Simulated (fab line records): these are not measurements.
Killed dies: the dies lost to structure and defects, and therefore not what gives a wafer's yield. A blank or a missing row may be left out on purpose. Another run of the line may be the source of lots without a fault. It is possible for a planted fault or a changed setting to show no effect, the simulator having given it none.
fab line records ; flow n5Finfet
record lots=12; wafers=34; lastDay=17
route steps=1938 shown BEOL_M4@1082 PASSIVATION@1936
lots that met no fault: taken from a fault-free run of the same line
startH: hours from the record's first day to the start of the lot's first wafer shown ; waitH: how many hours have passed since the lot's step before this one ; " as in the row above ; L1.1+2: a row that stands for several wafers ; - value missing, or start not given ; * or withheld: withheld ; < > ~ a bound
route shown NAME@n: NAME is a module with steps in the file, n the number in the route of the first one ; usual: the fault-free wafers' mean and standard deviation ; same: alike in all rows ; chamber/n: place in a boat ; sites: readings site by site ; _std_site: the values' standard deviation ; _edge_site: mean of outer sites minus mean of inner sites ; radiusMm: for every site, how far away it sits from the centre of the wafer ; mask NAME#n: copy n ; behind: the most recent tool/chamber to have shaped the wafer ; hold: why the lot was held/for how many hours/how that ended ; device: the n, p or np transistor that did not switch ; end of line: tests run on the same wafers once the route is complete ; a step with no rows: only its recipe ; killed: count of dies lost to structure and defects at first sort (not the wafer's yield) ; map: dies across one wafer; x = killed, . = not, _ = none there
set.NAME: setting as actually run; set.NAME@STEP: the setting as run at that earlier step ; model.NAME: the simulator's own value behind a step, which no gauge read
the route's steps for a sample of lots (tables are steps, rows are wafers)
services: from which hour (startH, from the record's first day; less than 0 if before it) a tool's chamber was out of use, for how many hours, and why
## steps
# step N5_BEOL_M4_SURFACE_TREAT_85
# recipe gas=Ar; timeS=*; ionEnergyEv=*; ionCurrentMaCm2=0.5; pressureMtorr=*; arFlowSccm=30
# usual throttleValvePct=*
lot.wafer;tool;chamber;startH;waitH;throttleValvePct
L436.4;pvdSputter-02;-;155.26;0.2;*
L436.5;pvdSputter-02;-;155.26;0.2;*
L436.6;pvdSputter-02;-;155.26;0.2;*
L437.2;pvdSputter-01;-;171.05;0.4;*
L437.3;pvdSputter-01;-;171.05;0.4;*
L437.4;pvdSputter-01;-;171.05;0.4;*
L438.1;pvdSputter-02;-;173.61;0.1;*
L438.3;pvdSputter-02;-;173.61;0.1;*
L438.4;pvdSputter-02;-;173.61;0.1;*
L442.1;pvdSputter-03;-;196.59;0.1;*
L442.5;pvdSputter-03;-;196.59;0.1;*
L442.6;pvdSputter-03;-;196.59;0.1;*
L443.2;pvdSputter-01;-;197.79;0.8;*
L443.3;pvdSputter-01;-;197.79;0.8;*
L443.5;pvdSputter-01;-;197.79;0.8;*
L444.1;pvdSputter-01;-;215.85;0.2;*
L444.4;pvdSputter-01;-;215.85;0.2;*
L444.6;pvdSputter-01;-;215.85;0.2;*
L445.1;pvdSputter-02;-;217.66;0.3;*
L445.5;pvdSputter-02;-;217.66;0.3;*
L447.5;pvdSputter-03;-;223.15;0.2;*
L447.6;pvdSputter-03;-;223.15;0.2;*
L449.3;pvdSputter-02;-;245.18;0.2;*
L449.4;pvdSputter-02;-;245.18;0.2;*
L449.6;pvdSputter-02;-;245.18;0.2;*
L454.1;pvdSputter-01;-;270.85;0.3;*
L454.3;pvdSputter-01;-;270.85;0.3;*
L454.6;pvdSputter-01;-;270.85;0.3;*
L458.1;pvdSputter-03;-;302.69;0.3;*
L458.2;pvdSputter-03;-;302.69;0.3;*
L458.6;pvdSputter-03;-;302.69;0.3;*
L459.1;pvdSputter-02;-;317.93;0.2;*
L459.3;pvdSputter-02;-;317.93;0.2;*
L459.5;pvdSputter-02;-;317.93;0.2;*
# step N5_BEOL_M4_ANNEAL_93
# recipe tempC=400; timeS=240; ambient=vacuum
# usual heaterPowerW=810/80
lot.wafer;tool;chamber;startH;waitH;heaterPowerW
L436.4;pvdSputter-02;-;156.98;0.0;806
L436.5;pvdSputter-02;-;156.98;0.0;885
L436.6;pvdSputter-02;-;156.98;0.0;817
L437.2;pvdSputter-01;-;172.73;0.0;900
L437.3;pvdSputter-01;-;172.73;0.0;695
L437.4;pvdSputter-01;-;172.73;0.0;845
L438.1;pvdSputter-02;-;175.25;0.0;829
L438.3;pvdSputter-02;-;175.25;0.0;808
L438.4;pvdSputter-02;-;175.25;0.0;871
L442.1;pvdSputter-03;-;198.21;0.0;810
L442.5;pvdSputter-03;-;198.21;0.0;752
L442.6;pvdSputter-03;-;198.21;0.0;869
L443.2;pvdSputter-01;-;199.67;0.0;869
L443.3;pvdSputter-01;-;199.67;0.0;707
L443.5;pvdSputter-01;-;199.67;0.0;837
L444.1;pvdSputter-01;-;217.59;0.0;884
L444.4;pvdSputter-01;-;217.59;0.0;852
L444.6;pvdSputter-01;-;217.59;0.0;892
L445.1;pvdSputter-03;-;219.39;0.0;740
L445.5;pvdSputter-03;-;219.39;0.0;869
L447.5;pvdSputter-02;-;225.23;0.1;873
L447.6;pvdSputter-02;-;225.23;0.1;825
L449.3;pvdSputter-02;-;246.89;0.0;863
L449.4;pvdSputter-02;-;246.89;0.0;793
L449.6;pvdSputter-02;-;246.89;0.0;894
L454.1;pvdSputter-03;-;272.56;0.0;644
L454.3;pvdSputter-03;-;272.56;0.0;868
L454.6;pvdSputter-03;-;272.56;0.0;744
L458.1;pvdSputter-03;-;304.57;0.0;643
L458.2;pvdSputter-03;-;304.57;0.0;890
L458.6;pvdSputter-03;-;304.57;0.0;820
L459.1;pvdSputter-01;-;319.77;0.0;699
L459.3;pvdSputter-01;-;319.77;0.0;849
L459.5;pvdSputter-01;-;319.77;0.0;852
# step N5_BEOL_M4_CMP_52
# recipe stopOn=SiOC; tOverpolishS=6.8; downForcePsi=1; platenRpm=50; clearingPlatenDownForcePsi=1.5; clearingPlatenRpm=50; postCmpClean=cuAlkaline; targetThkNm=40; clearingPlatenPadVelocityMS=0.99484; padVelocityMS=0.99484
# usual barrierFieldEndpointS=24.5/0.76; motorCurrentA=5.8/0.47; overpolishRunS=6.801/0.0096; timeToEndpointS=62/3.8
# same tOverpolishS=6.8
lot.wafer;tool;chamber;startH;waitH;barrierFieldEndpointS;motorCurrentA;overpolishRunS;timeToEndpointS
L436.4;cmp-02;1;157.83;0.1;23.9;5.5;6.815;57
L436.6;cmp-02;1;157.83;0.1;24.4;5.6;6.810;59
L436.5;cmp-02;2;157.83;0.1;24.6;6.5;6.817;60
L437.4;cmp-03;0;173.58;0.1;24.5;6.1;6.795;64
L437.2;cmp-03;2;173.58;0.1;24.3;6.3;6.795;67
L437.3;cmp-03;3;173.58;0.1;25.3;5.3;6.810;68
L438.3;cmp-03;2;176.14;0.2;24.9;6.2;6.797;63
L438.1;cmp-03;3;176.14;0.2;25.7;5.2;6.798;67
L438.4;cmp-03;0;176.14;0.2;25.9;6.0;6.806;64
L442.1;cmp-03;0;199.06;0.3;24.3;5.8;6.799;65
L442.6;cmp-03;0;199.06;0.3;25.0;6.3;6.821;63
L442.5;cmp-03;1;199.06;0.3;25.3;5.3;6.800;66
L443.2;cmp-03;3;200.57;0.2;25.6;5.2;6.824;66
L443.3;cmp-03;1;200.57;0.2;25.1;5.2;6.804;64
L443.5;cmp-03;3;200.57;0.2;25.7;5.3;6.805;66
L444.4;cmp-04;1;218.44;0.1;24.7;6.2;6.796;60
L444.1;cmp-04;2;218.44;0.1;24.0;6.1;6.803;58
L444.6;cmp-04;1;218.44;0.1;23.5;6.0;6.805;55
L445.1;cmp-04;1;220.28;0.3;23.0;6.3;6.789;61
L445.5;cmp-04;1;220.28;0.3;23.7;6.0;6.806;60
L447.6;cmp-04;2;226.23;0.2;24.4;5.9;6.821;59
L447.5;cmp-04;3;226.23;0.2;24.2;5.1;6.806;58
L449.3;cmp-02;1;247.82;0.2;23.7;5.7;6.791;60
L449.4;cmp-02;2;247.82;0.2;23.8;6.6;6.798;57
L449.6;cmp-02;0;247.82;0.2;24.4;5.7;6.793;62
L454.1;cmp-02;0;273.41;0.3;13.7;5.8;6.799;38
L454.3;cmp-02;2;273.41;0.3;24.4;6.2;6.785;61
L454.6;cmp-02;0;273.41;0.3;14.2;5.9;6.796;40
L458.1;cmp-03;3;305.46;0.3;25.2;5.4;6.790;65
L458.2;cmp-03;0;305.46;0.3;25.2;6.2;6.808;62
L458.6;cmp-03;2;305.46;0.3;25.9;6.1;6.817;63
L459.1;cmp-03;1;320.88;0.3;25.3;5.2;6.803;62
L459.3;cmp-03;3;320.88;0.3;25.5;5.6;6.796;71
L459.5;cmp-03;1;320.88;0.3;25.1;5.4;6.809;64
# step N5_BEOL_M4_CO_CAP_55
# recipe material=Co; targetThkA=20; tempC=200; precursor=CCTBA/H2; pressureTorr=30; timeS=102.1
# usual heaterPowerW=237/23
lot.wafer;tool;chamber;startH;waitH;heaterPowerW
L436.4;cvdCo-01;0;158.24;0.0;231
L436.5;cvdCo-01;1;158.24;0.0;269
L436.6;cvdCo-01;2;158.24;0.0;238
L437.2;cvdCo-01;2;173.95;0.0;236
L437.3;cvdCo-01;0;173.95;0.0;232
L437.4;cvdCo-01;1;173.95;0.0;270
L438.1;cvdCo-02;2;176.47;0.0;230
L438.3;cvdCo-02;0;176.47;0.0;242
L438.4;cvdCo-02;0;176.47;0.0;243
L442.1;cvdCo-01;0;199.44;0.0;236
L442.5;cvdCo-01;0;199.44;0.0;233
L442.6;cvdCo-01;2;199.44;0.0;243
L443.2;cvdCo-01;2;200.90;0.0;242
L443.3;cvdCo-01;0;200.90;0.0;235
L443.5;cvdCo-01;2;200.90;0.0;243
L444.1;cvdCo-02;1;218.82;0.0;194
L444.4;cvdCo-02;2;218.82;0.0;226
L444.6;cvdCo-02;1;218.82;0.0;195
L445.1;cvdCo-02;1;220.62;0.0;196
L445.5;cvdCo-02;0;220.62;0.0;242
L447.5;cvdCo-02;1;226.49;0.0;200
L447.6;cvdCo-02;0;226.49;0.0;242
L449.3;cvdCo-02;2;248.12;0.0;235
L449.4;cvdCo-02;1;248.12;0.0;196
L449.6;cvdCo-02;0;248.12;0.0;245
L454.1;cvdCo-02;1;273.78;0.0;195
L454.3;cvdCo-02;0;273.78;0.0;241
L454.6;cvdCo-02;0;273.78;0.0;242
L458.1;cvdCo-02;2;305.80;0.0;235
L458.2;cvdCo-02;0;305.80;0.0;245
L458.6;cvdCo-02;1;305.80;0.0;192
L459.1;cvdCo-02;0;321.21;0.0;247
L459.3;cvdCo-02;1;321.21;0.0;195
L459.5;cvdCo-02;2;321.21;0.0;237
# step N5_PASSIVATION_PROBE_49
# usual defectLimitedYield=91.5/1.6; killed_at_M0_to_M3=33/10; killed_at_M4_up=13/5.6; killedAtContacts=13/6; killedAtFrontEnd=39/12; killedAtOther=3.0/2.8; killedDies=101/19; killedOpen=65/13; killedShort=32/8.3; sort_bin_4_leakage=0.00/0.0072; sort_bin_5_function=5.0/1; sort_bin_6_memory=3.1/0.69; sortNPass=1079/19; sortYieldPct=91.5/1.6
# same grossDies=1180; killedAtBackSide=0; sort_bin_8_speed[%]=0
lot.wafer;tool;chamber;startH;waitH;defectLimitedYield[%];killed_at_M0_to_M3;killed_at_M4_up;killedAtContacts;killedAtFrontEnd;killedAtOther;killedDies;killedOpen;killedShort;sort_bin_4_leakage[%];sort_bin_5_function[%];sort_bin_6_memory[%];sortNPass;sortYieldPct[%]
L454.3;prober-01;-;376.99;0.1;93.1;18;9;17;36;1;81;51;19;0;3.8;2.0;1099;93.1
# killed by level:class
L454.3 MOL_CONTACT_COAG:geometricParticle:open=14 HKMG_FIN:areaEtch=10 BEOL_M2:geometricParticle:open=7 BEOL_M3:geometricParticle:open=5 BEOL_M4:geometricParticle:open=5 DUMMY_GATE:geometricParticle:open=4 BEOL_M0_SAQP:geometricParticle:open=4 FIN_SAQP:geometricParticle:open=3
## services
tool;chamber;startH;hours;kind
cvdCo-01;-;133.27;2.8;pm
cmp-03;-;133.43;6.7;pm
cmp-04;-;136.94;7.0;pm
cmp-04;-;164.11;1.0;repair
cmp-03;-;178.06;4.0;pm
cmp-03;-;182.06;-;consumableReplace:conditioner
cmp-03;-;182.06;-;consumableReplace:pad
cmp-04;-;182.35;0.4;repair
cmp-04;-;189.92;0.3;repair
cmp-02;-;196.25;2.8;repair
cmp-04;-;203.12;2.8;repair
cmp-04;-;245.69;4.0;pm
cmp-04;-;249.69;-;consumableReplace:conditioner
cmp-04;-;249.69;-;consumableReplace:pad
cmp-02;-;258.45;4.3;repair
cmp-02;-;267.14;0.2;repair
cmp-04;-;299.37;0.3;repair
cmp-02;-;300.52;4.0;pm
cmp-02;-;304.52;-;consumableReplace:conditioner
cmp-02;-;304.52;-;consumableReplace:pad
## key
firstSign step=N5_BEOL_M4_CMP_52; reading=barrierFieldEndpointS; direction=down; sigmas=14; usual=24.5; struck=14.0
effect step=N5_BEOL_M4_CMP_52; reading=timeToEndpointS; direction=down; sigmas=6.1; usual=*; struck=*
metAt N5_BEOL_M4_CMP_52
struckLots L454
struckWafers L454.1,L454.6
baselineLoss step=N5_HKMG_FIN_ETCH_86; wafers=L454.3
notActingAt N5_BEOL_M4_SURFACE_TREAT_85,N5_BEOL_M4_ANNEAL_93,N5_BEOL_M4_CO_CAP_55
onsetBetween 247.82 273.41
fault kind=processParameterDrift; tool=cmp-02; chamber=0; onsetH=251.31; steps=N5_BEOL_M4_CMP_52; channel=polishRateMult; offset=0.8; shape=step; endH=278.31
# baselineLoss: these wafers lose ten dies or more at that step, a loss of the line's own and not of a fault; the sort's usual values leave them out
